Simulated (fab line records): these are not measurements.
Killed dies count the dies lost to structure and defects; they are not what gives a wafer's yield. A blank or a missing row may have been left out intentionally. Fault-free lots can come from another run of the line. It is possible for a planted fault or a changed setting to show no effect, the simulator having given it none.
Chamber matching | flow n5 finfet | N5_HKMG_FIN_ALD_74 on ald hk-03 has 4 sister chambers
The step deposits La2O3, target thk 0.5 nm, pulse time 6 s, co reactant pulse time 1 s. 20 wafers are shown with their chamber, then 10 later ones without.

== EACH WAFER AND ITS CHAMBER ==
wafer  | chamber | heater power w (W) | precursor pulse height rel
L074.1 | 3       | 354                | 0.989
L074.4 | 0       | 337                | 0.988
L074.5 | 3       | 351                | 0.961
L076.3 | 1       | 395                | 0.980
L076.4 | 3       | 352                | 0.992
L076.6 | 3       | 347                | 0.977
L079.2 | 1       | 375                | 1.032
L079.3 | 0       | 337                | 0.967
L079.5 | 0       | 325                | 0.986
L080.1 | 2       | 351                | 1.024
L080.4 | 3       | 346                | 1.001
L080.6 | 3       | 348                | 1.029
L083.1 | 1       | 389                | 1.006
L083.4 | 3       | 348                | 0.999
L083.5 | 0       | 327                | 0.997
L084.2 | 3       | 345                | 0.967
L084.4 | 0       | 333                | 1.001
L084.6 | 3       | 347                | 1.030
L086.1 | 3       | 339                | 1.022
L086.3 | 2       | 347                | 1.011

SIGNATURES, as means of the wafers listed above
reading                    | chamber 0 | chamber 1 | chamber 2 | chamber 3 | scatter within a chamber
heater power w             | 331.80    | 386.33    | 349.00    | 347.70    | 5.59
precursor pulse height rel | 0.98780   | 1.00600   | 1.01750   | 0.99670   | 0.0218
Rule: for a wafer and a chamber, the distance is found by dividing, reading by reading, the gap between the wafer's reading and the chamber's mean by the reading's scatter, squaring, summing and taking the root. If the next closest chamber is less than 2 further off than the closest, the wafer can't be placed; otherwise it belongs to the closest. How the scatter is found: for the shown wafers, subtract from each reading the mean of its chamber, square and add these, divide the total by (wafers less chambers), then take the root.

== WAFERS WITHOUT THEIR CHAMBER ==
wafer  | heater power w (W) | precursor pulse height rel
L086.5 | 347                | 1.025
L090.3 | 324                | 0.990
L090.4 | 383                | 0.974
L090.5 | 328                | 1.012
L095.2 | 390                | 1.044
L095.4 | 337                | 1.013
L095.6 | 389                | 0.981
L096.3 | 379                | 1.004
L096.4 | 344                | 1.004
L096.5 | 348                | 0.996

== EACH ONE'S CHAMBER ==
wafer  | from the rows above          | in truth
L086.5 | can't be placed: 2 or 3      | 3
L090.3 | 0                            | 0
L090.4 | 1                            | 1
L090.5 | 0                            | 0
L095.2 | 1                            | 1
L095.4 | can't be placed: 0 or 3 or 2 | 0
L095.6 | 1                            | 1
L096.3 | 1                            | 1
L096.4 | can't be placed: 3 or 2 or 0 | 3
L096.5 | can't be placed: 3 or 2      | 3
Correct placement for 6 of the 10. Can't be placed from these rows: 4 (the true chamber is among the candidates in 4). Placed wrongly: 0.
